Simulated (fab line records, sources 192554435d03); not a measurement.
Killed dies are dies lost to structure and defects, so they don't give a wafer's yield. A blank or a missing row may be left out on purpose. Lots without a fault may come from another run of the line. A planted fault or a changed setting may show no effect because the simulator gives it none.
fab line records | flow n5_finfet
record lots=7 wafers=39
route steps=1938 shown SD_EPI_P@321 SD_ACTIVATION@331 HKMG_FIN@427 GATE_CUT@501 MOL_CONTACT_COAG@608
start_h: hours from the record's first day to the start of the lot's first wafer shown | wait_h: hours since the lot's step before | " the same as in the row above | L1.1+2: a row that stands for several wafers | - no value, or no start given | * or withheld: withheld | < > ~ a bound
route shown NAME@n: a module of which the file shows steps, and the number in the route of the first | usual: mean/standard deviation of fault-free wafers | same: alike in all rows | chamber/n: place in a boat | sites: the reading at each site | _std_site: their standard deviation | _edge_site: outer sites' mean less inner sites' | radius_mm: how far each site lies from the wafer's centre | mask NAME#n: copy n | behind: the tool/chamber that last shaped the wafer | hold: why the lot was held/for how many hours/how that ended | device: the transistor (n, p or np) that didn't switch | end of line: the same wafers' tests at the end of the route | a step without rows: its recipe alone | killed: dies lost to structure and defects at the first sort, not the wafer's yield | map: a wafer's dies, x killed, . not, _ none there
set.NAME: the setting as run; set.NAME@STEP: as run at that earlier step | model.NAME: the simulator's own value behind a step, which no gauge read
lots whose settings were changed on purpose; a table a step, a row a wafer
## steps
# step N5_SD_EPI_P_EPI_21
# recipe material=SiGe:B dopant=B temp_c=550 pressure_torr=20 ambient=H2 time_s=355
# columns lot.wafer tool chamber start_h wait_h set.time_s model.SiGe-B_of_SD_EPI_P_EPI_21.thk_nm
L076.1 epi_rpcvd-04 0 66.66 0.2 355 61.4
L076.2 " 0 " " 410.3 66.6
L076.3 " 0 " " 410.3 67
L076.4 " 0 " " 410.3 67.4
L076.5 " 0 " " 355 60.2
L076.6 " 0 " " 355 61.2
L078.1+2 epi_rpcvd-03 0 79.31 0.2 327.3 58.2
L078.3 " 0 " " 355 61.4
L078.4 " 0 " " 355 61.6
L078.5 " 0 " " 327.3 58
L078.6 " 0 " " 355 61
L080.1 epi_rpcvd-03 0 92.61 0.1 355 61.6
L080.2 " 0 " " 355 60.6
L080.3 " 0 " " 355 60.4
L080.4+5 " 0 " " 355 61.4
L080.6 " 0 " " 355 61.2
L083.1 epi_rpcvd-03 0 109.91 0.1 404.6 66.2
L083.2+4 " 0 " " 404.6 66
L083.3 " 0 " " 355 61.2
L083.5 " 0 " " 355 60.4
L083.6 " 0 " " 355 61.4
L089.1 epi_rpcvd-04 0 144.16 0.1 397.1 66.2
L089.2+6 " 0 " " 355 60.8
L089.3 " 0 " " 397.1 65.6
L089.4 " 0 " " 397.1 65.8
L089.5 " 0 " " 355 61.8
L090.2 epi_rpcvd-04 0 155.01 0.5 355 61.6
L090.4 " 0 " " 355 60.6
L090.6 " 0 " " 355 60.8
L094.1+2 epi_rpcvd-03 0 178.39 0.1 355 61
L094.3 " 0 " " 374.3 62.8
L094.4 " 0 " " 355 60.8
L094.5 " 0 " " 374.3 62
L094.6 " 0 " " 374.3 63.2
# step N5_SD_EPI_P_EPI_MEAS_23
# recipe mode=xrd
# usual thk_nm=61.1/1.2
# columns lot.wafer tool chamber start_h wait_h set.time_s@SD_EPI_P_EPI_21 thk_nm
L076.1 film_metro-01 - 69.58 2.4 355 61.2
L076.2 " - " " 410.3 66.0
L076.3 " - " " 410.3 67.4
L076.4 " - " " 410.3 66.8
L076.5 " - " " 355 59.8
L076.6 " - " " 355 61.7
L078.1 film_metro-01 - 82.24 2.5 327.3 56.9
L078.2 " - " " 327.3 58.3
L078.3 " - " " 355 63.3
L078.4 " - " " 355 60.9
L078.5 " - " " 327.3 59.0
L078.6 " - " " 355 60.4
L080.1 film_metro-02 - 94.80 1.8 355 60.1
L080.2 " - " " 355 60.1
L080.3 " - " " 355 62.0
L080.4 " - " " 355 62.3
L080.5 " - " " 355 60.9
L080.6 " - " " 355 60.9
L083.1 film_metro-01 - 112.11 1.8 404.6 67.7
L083.2 " - " " 404.6 66.1
L083.3 " - " " 355 60.4
L083.4 " - " " 404.6 67.0
L083.5 " - " " 355 62.0
L083.6 " - " " 355 63.0
L089.1 film_metro-02 - 146.35 1.8 397.1 65.9
L089.2 " - " " 355 60.7
L089.3 " - " " 397.1 66.2
L089.4 " - " " 397.1 65.2
L089.5 " - " " 355 61.9
L089.6 " - " " 355 58.6
L090.2 film_metro-01 - 156.85 1.5 355 61.4
L090.4 " - " " 355 61.4
L090.6 " - " " 355 62.1
L094.1 film_metro-01 - 180.59 1.8 355 61.8
L094.2 " - " " 355 61.5
L094.3 " - " " 374.3 62.4
L094.4 " - " " 355 62.5
L094.5 " - " " 374.3 62.4
L094.6 " - " " 374.3 62.5
# step N5_SD_EPI_P_HM_STRIP_48
# recipe chemistry=H3PO4 temp_c=160 material=SiNx target=SiNx target_depth_a=30 overetch_fraction=0.3
# columns lot.wafer tool chamber start_h wait_h set.time_s@SD_EPI_P_EPI_21 model.SiGe-B_of_SD_EPI_P_EPI_21.thk_nm
L076.1 wet_bench-01 1 69.62 0.0 355 61
L076.2 " 2 " " 410.3 66.4
L076.3 " 3 " " 410.3 66.8
L076.4 " 4 " " 410.3 67.2
L076.5 " 0 " " 355 60
L076.6 " 5 " " 355 60.8
L078.1+2+5 wet_bench-02 2,4,7 82.28 0.0 327.3 57.8
L078.3+4 " 3,5 " " 355 61.2
L078.6 " 6 " " 355 60.8
L080.1 wet_bench-01 3 94.84 0.0 355 61.2
L080.2 " 0 " " 355 60.4
L080.3 " 7 " " 355 60
L080.4+5 " 4,1 " " 355 61
L080.6 " 2 " " 355 60.8
L083.1+4 wet_bench-02 4,0 112.15 0.0 404.6 65.8
L083.2 " 2 " " 404.6 65.6
L083.3 " 3 " " 355 60.8
L083.5 " 1 " " 355 60.2
L083.6 " 5 " " 355 61
L089.1 wet_bench-02 1 146.39 0.0 397.1 65.8
L089.2 " 5 " " 355 60.6
L089.3+4 " 3,4 " " 397.1 65.4
L089.5 " 2 " " 355 61.4
L089.6 " 6 " " 355 60.4
L090.2 wet_bench-03 3 156.88 0.0 355 61.2
L090.4 " 7 " " 355 60.4
L090.6 " 2 " " 355 60.6
L094.1+2+4 wet_bench-02 1,2,6 180.63 0.0 355 60.6
L094.3 " 5 " " 374.3 62.4
L094.5 " 7 " " 374.3 61.8
L094.6 " 0 " " 374.3 63
# step N5_SD_ACTIVATION_LSA_01
# recipe temp_c=1080 time_s=0.0008 ambient=N2
# usual wafer_temp_C_max=1084.9/0.81
# columns lot.wafer tool chamber start_h wait_h set.temp_c wafer_temp_C_max
L076.1 laser_anneal-02 0 69.98 0.2 1063 1068.6
L076.2 " 0 " " 1080 1085.1
L076.3 " 0 " " 1063 1067.5
L076.4 " 0 " " 1080 1084.8
L076.5 " 0 " " 1080 1084.2
L076.6 " 0 " " 1063 1067.7
L078.1 laser_anneal-02 0 83.89 0.2 1080 1086.0
L078.2 " 0 " " 1091 1095.5
L078.3 " 0 " " 1080 1087.2
L078.4 " 0 " " 1091 1096.1
L078.5 " 0 " " 1080 1086.4
L078.6 " 0 " " 1091 1095.7
L080.1 laser_anneal-02 0 95.20 0.2 1080 1085.0
L080.2 " 0 " " 1080 1084.7
L080.3 " 0 " " 1080 1085.0
L080.4 " 0 " " 1080 1087.3
L080.5 " 0 " " 1080 1084.2
L080.6 " 0 " " 1080 1084.1
L083.1 laser_anneal-01 0 112.52 0.2 1080 1084.5
L083.2 " 0 " " 1080 1083.0
L083.3 " 0 " " 1080 1084.0
L083.4 " 0 " " 1080 1086.9
L083.5 " 0 " " 1080 1086.6
L083.6 " 0 " " 1080 1083.8
L089.1 laser_anneal-01 0 146.86 0.2 1080 1084.7
L089.2 " 0 " " 1080 1085.0
L089.3 " 0 " " 1095 1099.8
L089.4 " 0 " " 1095 1101.0
L089.5 " 0 " " 1095 1099.3
L089.6 " 0 " " 1080 1084.5
L090.2 laser_anneal-01 0 157.41 0.2 1080 1085.4
L090.4 " 0 " " 1080 1084.3
L090.6 " 0 " " 1080 1084.2
L094.1 laser_anneal-02 0 180.99 0.2 1080 1084.6
L094.2 " 0 " " 1080 1085.4
L094.3 " 0 " " 1085 1089.9
L094.4 " 0 " " 1085 1088.5
L094.5 " 0 " " 1080 1084.2
L094.6 " 0 " " 1085 1091.3
# step N5_SD_ACTIVATION_RS_MEAS_03
# recipe thk_meas_gauge=four-point-probe
# usual RS_SD_N=21.9/0.31 RS_SD_P=56.0/0.76
# columns lot.wafer tool chamber start_h wait_h set.time_s@SD_EPI_P_EPI_21 set.temp_c@SD_ACTIVATION_LSA_01 RS_SD_N[ohm/sq] RS_SD_P[ohm/sq]
L076.1 film_metro-02 - 70.20 0.2 355 1063 23.8 56.5
L076.2 " - " " 410.3 1080 22.4 52.0
L076.3 " - " " 410.3 1063 24.2 51.9
L076.4 " - " " 410.3 1080 22.4 50.5
L076.5 " - " " 355 1080 22.2 57.2
L076.6 " - " " 355 1063 24.2 56.4
L078.1 film_metro-01 - 84.09 0.2 327.3 1080 21.6 58.7
L078.2 " - " " 327.3 1091 20.3 58.2
L078.3 " - " " 355 1080 21.8 55.4
L078.4 " - " " 355 1091 20.5 55.4
L078.5 " - " " 327.3 1080 21.6 58.6
L078.6 " - " " 355 1091 20.4 56.0
L080.1 film_metro-01 - 95.41 0.2 355 1080 21.4 56.6
L080.2 " - " " 355 1080 21.7 57.3
L080.3 " - " " 355 1080 21.9 58.0
L080.4 " - " " 355 1080 21.5 56.9
L080.5 " - " " 355 1080 21.9 56.9
L080.6 " - " " 355 1080 21.7 57.0
L083.1 film_metro-01 - 112.72 0.2 404.6 1080 22.2 51.7
L083.2 " - " " 404.6 1080 21.7 52.0
L083.3 " - " " 355 1080 22.1 55.7
L083.4 " - " " 404.6 1080 22.0 51.5
L083.5 " - " " 355 1080 22.2 55.8
L083.6 " - " " 355 1080 22.2 55.5
L089.1 film_metro-02 - 147.06 0.2 397.1 1080 22.1 51.4
L089.2 " - " " 355 1080 22.2 56.1
L089.3 " - " " 397.1 1095 20.6 51.6
L089.4 " - " " 397.1 1095 20.7 51.7
L089.5 " - " " 355 1095 20.1 55.1
L089.6 " - " " 355 1080 22.0 56.3
L090.2 film_metro-01 - 157.60 0.2 355 1080 21.9 55.0
L090.4 " - " " 355 1080 22.2 56.3
L090.6 " - " " 355 1080 21.5 55.9
L094.1 film_metro-02 - 181.19 0.2 355 1080 21.9 56.3
L094.2 " - " " 355 1080 22.2 56.3
L094.3 " - " " 374.3 1085 21.7 54.3
L094.4 " - " " 355 1085 21.4 56.0
L094.5 " - " " 374.3 1080 21.8 54.8
L094.6 " - " " 374.3 1085 21.3 53.6
# step N5_HKMG_FIN_EXPOSE_09
# recipe mask_id=NWFM na=1.35 source_shape=conventional sigma_outer=0.8 polarization=unpolarized dose_mj=39.25
# columns lot.wafer tool chamber start_h wait_h mask set.dose_mj
L076.1+2+3+4+5+6 arfi_scanner-01 0 87.51 - NWFM#0 39.25
L078.1+4+6 arfi_scanner-02 0 100.22 - NWFM#0 39.25
L078.2+3+5 " 0 " " NWFM#0 40.04
L080.1+3+5 arfi_scanner-01 0 111.98 - NWFM#0 39.25
L080.2+4+6 " 0 " " NWFM#0 41.92
L083.1+2+3+4+5+6 arfi_scanner-01 0 129.71 - NWFM#0 39.25
L089.1+3+6 arfi_scanner-02 0 163.25 - NWFM#0 39.25
L089.2+4+5 " 0 " " NWFM#0 40.25
L090.2+4+6 arfi_scanner-02 0 174.06 - NWFM#0 39.25
L094.1+2+3+4+5+6 arfi_scanner-01 0 197.84 - NWFM#0 39.25
# step N5_HKMG_FIN_PEB_10
# recipe peb_temp_c=withheld peb_time_s=60 resist=CAR-ArF
# step N5_HKMG_FIN_DEVELOP_11
# recipe develop_time_s=30 developer=TMAH resist=CAR-ArF dev_temp_c=23 rinse_liquid=diw dry=air_spin
# step N5_HKMG_FIN_CD_MEAS_12
# recipe target_cd_nm=92.8 landing_energy_ev=500 detector=se_inlens
# usual cd_nm=92.5/0.6
# columns lot.wafer tool chamber start_h wait_h set.dose_mj@HKMG_FIN_EXPOSE_09 cd_nm
L076.1 cd_sem-02 0 87.63 - 39.25 92.3
L076.2 " 0 " " 39.25 92.9
L076.3 " 0 " " 39.25 92.3
L076.4 " 0 " " 39.25 91.9
L076.5 " 0 " " 39.25 92.9
L076.6 " 0 " " 39.25 92.8
L078.1 cd_sem-03 0 100.35 - 39.25 92.8
L078.2 " 0 " " 40.04 94.2
L078.3 " 0 " " 40.04 93.6
L078.4 " 0 " " 39.25 92.5
L078.5 " 0 " " 40.04 94.0
L078.6 " 0 " " 39.25 92.0
L080.1 cd_sem-03 0 112.11 - 39.25 92.5
L080.2 " 0 " " 41.92 96.6
L080.3 " 0 " " 39.25 92.7
L080.4 " 0 " " 41.92 97.1
L080.5 " 0 " " 39.25 92.9
L080.6 " 0 " " 41.92 97.4
L083.1 cd_sem-01 0 129.84 - 39.25 92.4
L083.2 " 0 " " 39.25 92.4
L083.3 " 0 " " 39.25 92.4
L083.4 " 0 " " 39.25 92.3
L083.5 " 0 " " 39.25 91.8
L083.6 " 0 " " 39.25 92.5
L089.1 cd_sem-01 0 163.37 - 39.25 92.5
L089.2 " 0 " " 40.25 94.9
L089.3 " 0 " " 39.25 92.6
L089.4 " 0 " " 40.25 93.6
L089.5 " 0 " " 40.25 94.4
L089.6 " 0 " " 39.25 92.0
L090.2 cd_sem-02 0 174.18 - 39.25 92.6
L090.4 " 0 " " 39.25 93.0
L090.6 " 0 " " 39.25 93.3
L094.1 cd_sem-01 0 197.96 - 39.25 90.8
L094.2 " 0 " " 39.25 90.9
L094.3 " 0 " " 39.25 92.1
L094.4 " 0 " " 39.25 92.1
L094.5 " 0 " " 39.25 92.4
L094.6 " 0 " " 39.25 91.8
# step N5_GATE_CUT_CUT_ETCH_54
# recipe chemistry=Cl2/BCl3 target=TiN mask_material=SiO2 target_depth_a=967 pressure_mtorr=10 icp_w=1000 bias_w=126 Cl2_flow_sccm=53.25 bcl3_flow_sccm=21.75 Ar_flow_sccm=25 ends=cleared
# usual etch_rf_on_time_s=36.2/1.2
# columns lot.wafer tool chamber start_h wait_h set.icp_w etch_rf_on_time_s
L076.1 rie_metal-01 0 96.62 0.0 919.8 39.1
L076.2 " 1 " " 1000 38.5
L076.3 " 0 " " 919.8 39.2
L076.4 " 1 " " 919.8 41.6
L076.5 " 1 " " 1000 38.8
L076.6 " 0 " " 1000 36.6
L078.1 rie_metal-02 1 110.27 0.1 1000 35.8
L078.2 " 1 " " 1000 35.7
L078.3 " 1 " " 874.5 40.4
L078.4 " 1 " " 1000 35.6
L078.5 " 1 " " 874.5 40.3
L078.6 " 1 " " 874.5 40.0
L080.1 rie_metal-03 0 121.48 0.0 1000 35.5
L080.2 " 1 " " 1115 32.4
L080.3 " 1 " " 1000 35.8
L080.4 " 0 " " 1000 35.5
L080.5 " 1 " " 1115 32.3
L080.6 " 0 " " 1115 32.1
L083.1 rie_metal-01 1 138.72 0.0 1000 38.9
L083.2 " 0 " " 1000 36.5
L083.3 " 0 " " 1156 32.6
L083.4 " 1 " " 1156 34.5
L083.5 " 1 " " 1156 34.2
L083.6 " 0 " " 1000 36.8
L089.1 rie_metal-03 1 173.02 0.0 1000 35.4
L089.2 " 0 " " 1068 33.4
L089.3 " 0 " " 1000 35.7
L089.4 " 1 " " 1068 33.2
L089.5 " 0 " " 1000 35.3
L089.6 " 1 " " 1068 33.5
L090.2 rie_metal-03 0 182.87 0.0 1000 35.0
L090.4 " 0 " " 1000 35.1
L090.6 " 1 " " 1000 34.8
L094.1 rie_metal-02 0 207.74 0.1 1000 35.0
L094.2 " 1 " " 1141 32.0
L094.3 " 1 " " 1000 35.7
L094.4 " 0 " " 1141 31.4
L094.5 " 1 " " 1000 36.0
L094.6 " 0 " " 1141 31.5
# step N5_MOL_CONTACT_COAG_ALD_133
# recipe material=SiO2 target_thk_a=50 temp_c=100 ald_precursor_family=BDEAS ald_co_reactant=O2-plasma pulse_time_s=1 co_reactant_pulse_time_s=1 purge_time_s=2 co_reactant_purge_time_s=2 ald_cycles=35 pressure_torr=2
# columns lot.wafer tool chamber start_h wait_h set.ald_cycles model.SiO2_of_MOL_CONTACT_COAG_ALD_133.thk_nm
L076.1+3+5 ald_sin-01 0,1,2 112.04 0.1 29 4.2
L076.2+4+6 " 3,2,1 " " 35 5
L078.1+2+3 ald_sin-03 1,2,0 128.79 0.4 32 4.6
L078.4+5+6 " 3,0,3 " " 35 5
L080.1+2+3+4+5+6 ald_sin-03 3,2,1,0,2,1 140.84 1.0 35 5
L083.1+4+6 ald_sin-03 3,0,1 154.99 0.4 35 5
L083.2+3+5 " 1,2,0 " " 40 5.8
L089.1+4+6 ald_sin-03 3,0,0 188.71 0.1 38 5.4
L089.2+3+5 " 2,1,3 " " 35 5
L090.2+4+6 ald_sin-01 2,1,2 198.61 0.1 35 5
L094.1+3+4 ald_sin-01 3,2,1 225.03 0.1 35 5
L094.2+5+6 " 0,2,1 " " 41 5.8
# step N5_MOL_CONTACT_COAG_ETCHBACK_136
# recipe chemistry=CHF3 target=SiO2 target_depth_a=250 time_s=16.7 ion_energy_ev=200 pressure_mtorr=30 source_w=610 bias_w=170 Ar_flow_sccm=200 CHF3_flow_sccm=50
# columns lot.wafer tool chamber start_h wait_h set.target_depth_a
L076.1+2+5 rie_diel-04 0,2,1 112.49 0.0 215.3
L076.3+4+6 " 1,3,2 " " 250
L078.1+2+6 rie_diel-03 0,3,2 129.10 0.0 272.3
L078.3+4+5 " 1,2,1 " " 250
L080.1+2+3+4+5+6 rie_diel-04 2,1,3,0,3,0 141.14 0.0 250
L083.1+3+6 rie_diel-03 0,2,0 155.37 0.0 276.4
L083.2+4+5 " 3,1,1 " " 250
L089.1+2+5 rie_diel-04 1,2,1 189.01 0.0 218
L089.3+4+6 " 0,2,0 " " 250
L090.2+4+6 rie_diel-05 0,2,1 198.91 0.0 250
L094.1+2+3 rie_diel-04 1,2,0 225.33 0.0 238.4
L094.4+5+6 " 3,0,1 " " 250
# step N5_MOL_CONTACT_COAG_STRIP_120
# recipe chemistry=CHF3 resist=SiARC rf_frequency_hz=6e+07
# step N5_MOL_CONTACT_COAG_VIA_ETCH_117
# recipe chemistry=C4F6/O2 target_depth_a=400 overetch_a=80 mask_material=SOC target=SiO2 bias_w=455 pressure_mtorr=10 time_s=26 source_w=325 Ar_flow_sccm=300 C4F6_flow_sccm=10 O2_flow_sccm=10 ion_energy_ev=575.3 ends=end_point
# columns lot.wafer tool chamber start_h wait_h set.target_depth_a@MOL_CONTACT_COAG_ETCHBACK_136 model.MOL_CONTACT_COAG.feature_depth_nm model.etch.depth_nm
L076.1 rie_diel-04 0 112.52 0.0 215.3 43.8 43.74
L076.2 " 2 " " 215.3 43.6 43.63
L076.3 " 1 " " 250 39.6 39.69
L076.4 " 3 " " 250 39.8 39.84
L076.5 " 1 " " 215.3 43 43.09
L076.6 " 2 " " 250 40.4 40.4
L078.1 rie_diel-03 0 129.13 0.0 272.3 38.6 38.7
L078.2 " 3 " " 272.3 38 37.96
L078.3 " 1 " " 250 39.6 39.66
L078.4 " 2 " " 250 41 40.97
L078.5 " 1 " " 250 39.8 39.89
L078.6 " 2 " " 272.3 38.4 38.46
L080.1 rie_diel-04 2 141.18 0.0 250 40.2 40.11
L080.2 " 1 " " 250 39.6 39.53
L080.3 " 3 " " 250 39.8 39.79
L080.4 " 0 " " 250 40.2 40.29
L080.5 " 3 " " 250 39.8 39.77
L080.6 " 0 " " 250 40.4 40.36
L083.1 rie_diel-03 0 155.40 0.0 276.4 38.4 38.3
L083.2 " 3 " " 250 40.2 40.17
L083.3 " 2 " " 276.4 38.6 38.6
L083.4 " 1 " " 250 40 40.09
L083.5 " 1 " " 250 40 39.96
L083.6 " 0 " " 276.4 38.2 38.1
L089.1 rie_diel-04 1 189.05 0.0 218 42.8 42.72
L089.2 " 2 " " 218 43.2 43.23
L089.3 " 0 " " 250 40.2 40.19
L089.4 " 2 " " 250 40 39.96
L089.5 " 1 " " 218 42.6 42.56
L089.6 " 0 " " 250 40 39.95
L090.2 rie_diel-05 0 198.95 0.0 250 40.4 40.41
L090.4 " 2 " " 250 40 39.92
L090.6 " 1 " " 250 40.4 40.44
L094.1 rie_diel-04 1 225.36 0.0 238.4 40.6 40.6
L094.2 " 2 " " 238.4 41.6 41.55
L094.3 " 0 " " 238.4 41 41.01
L094.4 " 3 " " 250 39.8 39.71
L094.5 " 0 " " 250 40 40.03
L094.6 " 1 " " 250 39.6 39.65
## key
split step=N5_SD_EPI_P_EPI_21 setting=time_s stated=355 by=wafer
response step=N5_SD_EPI_P_EPI_21 reading=model.SiGe-B_of_SD_EPI_P_EPI_21.thk_nm change=+0.382 per=1% r=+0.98
response step=N5_SD_EPI_P_EPI_MEAS_23 reading=thk_nm change=* per=1% r=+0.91
response step=N5_SD_EPI_P_HM_STRIP_48 reading=model.SiGe-B_of_SD_EPI_P_EPI_21.thk_nm change=+0.387 per=1% r=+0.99
response step=N5_SD_ACTIVATION_RS_MEAS_03 reading=RS_SD_P change=-0.33 per=1% r=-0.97
split step=N5_SD_ACTIVATION_LSA_01 setting=temp_c stated=1080 by=wafer
response step=N5_SD_ACTIVATION_LSA_01 reading=wafer_temp_C_max change=* per=1% r=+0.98
response step=N5_SD_ACTIVATION_RS_MEAS_03 reading=RS_SD_N change=-1.14 per=1% r=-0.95
split step=N5_HKMG_FIN_EXPOSE_09 setting=dose_mj stated=39.25 by=wafer
response step=N5_HKMG_FIN_CD_MEAS_12 reading=cd_nm change=+0.662 per=1% r=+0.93
split step=N5_GATE_CUT_CUT_ETCH_54 setting=icp_w stated=1000 by=wafer
response step=N5_GATE_CUT_CUT_ETCH_54 reading=etch_rf_on_time_s change=* per=1% r=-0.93
split step=N5_MOL_CONTACT_COAG_ALD_133 setting=ald_cycles stated=35 by=wafer
response step=N5_MOL_CONTACT_COAG_ALD_133 reading=model.SiO2_of_MOL_CONTACT_COAG_ALD_133.thk_nm change=+0.0487 per=1% r=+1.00
split step=N5_MOL_CONTACT_COAG_ETCHBACK_136 setting=target_depth_a stated=250 by=wafer
response step=N5_MOL_CONTACT_COAG_VIA_ETCH_117 reading=model.MOL_CONTACT_COAG.feature_depth_nm change=-0.219 per=1% r=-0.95
response step=N5_MOL_CONTACT_COAG_VIA_ETCH_117 reading=model.etch.depth_nm change=-0.22 per=1% r=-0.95
